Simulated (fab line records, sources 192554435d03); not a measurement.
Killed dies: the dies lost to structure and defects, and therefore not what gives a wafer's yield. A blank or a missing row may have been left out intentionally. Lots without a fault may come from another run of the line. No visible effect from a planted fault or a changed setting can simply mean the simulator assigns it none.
A struck lot beside a sound one :: flow n5 finfet :: 37 steps out of a route of 1938
Sound: these wafers, L402.1, L402.3, L402.6. Wafers struck: L397.1, L397.5, L397.6. The cause is given at the end.
For every step that has rows: the tool of each side, followed by ch and its chambers, followed by its first start. Under that, the readings that differ: sound wafers :: struck wafers :: difference of the means :: sigmas: that difference in standard deviations of wafers without a fault.
alike: readings whose means differ by less than 2 such deviations, and words and numbers that are the same on both sides. not compared: withheld readings, readings that some wafer has no value for, bounds like >300 that may hide the same value, and numbers for which the record gives no deviation and whose values overlap.
The two part at a step that has a row with sigmas, a row that says differs or no value, or rows on one side only. Non-overlapping numbers with no deviation appear without sigmas and do not part them. A reading missing from all wafers of one side parts the sides only when that side holds two or more wafers.

first, 9 steps without rows for these wafers: N5_BEOL_M4_ANNEAL_95 (time 240 s); N5_BEOL_M4_SPUTTER_96 (material Cu, target thk 4.5 nm, time 8.29 s); N5_BEOL_M4_ECD_50 (material Cu, target thk 300 nm); N5_BEOL_M4_ANNEAL_51 (time 90 s); N5_BEOL_M4_CMP_52 (polishes, stops on SiOC, t overpolish 6.8 s, target thk 40 nm); N5_BEOL_M4_PRE_CLEAN_60 (time 15 s); N5_BEOL_M4_CO_CAP_55 (material Co, precursor CCTBA/H2, target thk 2 nm, time 102.1 s); N5_BEOL_M4_PRE_CLEAN_56 (time 15 s); N5_BEOL_M4_DEP_57 (deposits SiCN from 3MS/NH3, target thk 8 nm, time 14 s).
N5_BEOL_M4_RC_MEAS_101:
  sound on prober-01 ch 0, day 13 21:56; struck on prober-01 ch 0, day 12 16:02
  alike: DIBL_N, DIBL_P, IOFF_N, IOFF_P, ION_N, ION_P, SS_N, SS_P, VT_N, VT_P
then, 24 steps without rows for these wafers: N5_BEOL_M5_ILD_DEP_00 (deposits SiCOH lowk from DEMS/porogen, target thk 140.64 nm, time 25.9 s); N5_BEOL_M5_CURE_79 (cures SiCOH lowk, time 240 s); N5_BEOL_M5_PECVD_70 (deposits SiO2 from TEOS/O2, target thk 16 nm, time 18 s); N5_BEOL_M5_HM_DEP_02 (deposits TiN, target thk 20 nm); N5_BEOL_M5_COAT_59 (time 60 s, resist thk 60 nm); N5_BEOL_M5_COAT_60 (time 60 s, resist thk 12 nm); N5_BEOL_M5_COAT_71 (time 60 s, resist thk 5 nm); N5_BEOL_M5_COAT_05 (resist thk 30 nm); N5_BEOL_M5_EBR_07; N5_BEOL_M5_SOFTBAKE_06 (time 60 s); N5_BEOL_M5_EXPOSE_08 (exposes mask M5, target cd 28 nm); N5_BEOL_M5_PEB_09 (peb time 60 s); N5_BEOL_M5_DEVELOP_10 (develop time 30 s); N5_BEOL_M5_DESCUM_16 (chemistry O2, time 7 s); N5_BEOL_M5_ETCH_72 (etches underlayer in N2/H2, target depth 6.5 nm, time 5.2 s); N5_BEOL_M5_ETCH_61 (etches SiARC in CF4, target depth 15.6 nm, time 26 s); N5_BEOL_M5_ETCH_62 (etches SOC in N2/H2, target depth 75 nm, overetch 15 nm, time 112.5 s); N5_BEOL_M5_STRIP_63 (strips in N2/H2); N5_BEOL_M5_STRIP_73 (strips in N2/H2); N5_BEOL_M5_STRIP_64 (strips in CF4); N5_BEOL_M5_HM_OPEN_17 (chemistry Cl2/BCl3, target TiN, target depth 20 nm, overetch 6 nm); N5_BEOL_M5_STRIP_19 (strips in O2); N5_BEOL_M5_COAT_65 (time 60 s, resist thk 60 nm); N5_BEOL_M5_COAT_66 (time 60 s, resist thk 12 nm).
N5_BEOL_M8_ANNEAL_51: time 90 s.
  sound on rtp anneal-01 ch 0, day 15 11:45; struck on rtp anneal-01, day 14 00:04
  no value came back on the struck wafers for anneal temp c (C), anneal temp c max, wafer_temp_C_max; on the sound wafers anneal temp c (C) reads 224.59 224.79 224.98
N5_BEOL_M8_CMP_52: polishes, stops on SiCOH lowk, t overpolish 6.9 s, target thk 80 nm.
  sound on cmp-03 ch 0,3, day 15 12:02; struck on cmp-04 ch 1,2, day 14 00:21
reading: barrier field endpoint s (s)
sound: 28.6 29.0 27.7
struck: 35.0 33.9 35.7
difference: +6.4
sigmas: +8

reading: time to endpoint s (s)
sound: 61 65 58
struck: 81 80 80
difference: +19
sigmas: +6
  alike: motor current A, overpolish run s
-- record jumps: 2 days separate the struck wafers' starts on either side; left off in module BEOL_M8, taken up again in module PASSIVATION, whose first shown step is the route's number 1936 --
N5_PASSIVATION_PROBE_49:
  sound: prober-01 at day 18 03:23; struck: prober-02 at day 16 10:31
reading: defect limited yield (%)
sound: 91.0 94.4 91.9
struck: 86.4 81.4 84.6
difference: -8.3
sigmas: -5

reading: killed_at_M4_up
sound: 9 7 11
struck: 111 153 102
difference: +113
sigmas: +20

reading: killed dies
sound: 106 66 96
struck: 160 220 182
difference: +98
sigmas: +5

reading: killed on rim
sound: 10 4 18
struck: 3 144 6
difference: +40
sigmas: +10

reading: sort n pass
sound: 1074 1114 1084
struck: 1020 960 998
difference: -98
sigmas: -5

reading: sort yield pct (%)
sound: 91.0 94.4 91.9
struck: 86.4 81.4 84.6
difference: -8.3
sigmas: -5
  alike: killed_at_M0_to_M3, killed at contacts, killed at front end, killed at other, killed open, killed short, sort_bin_5_function, sort_bin_6_memory

WHERE THEY PART
Last at N5_PASSIVATION_PROBE_49 as far as this record goes, first at N5_BEOL_M8_ANNEAL_51.

WHY: what the simulator had put in
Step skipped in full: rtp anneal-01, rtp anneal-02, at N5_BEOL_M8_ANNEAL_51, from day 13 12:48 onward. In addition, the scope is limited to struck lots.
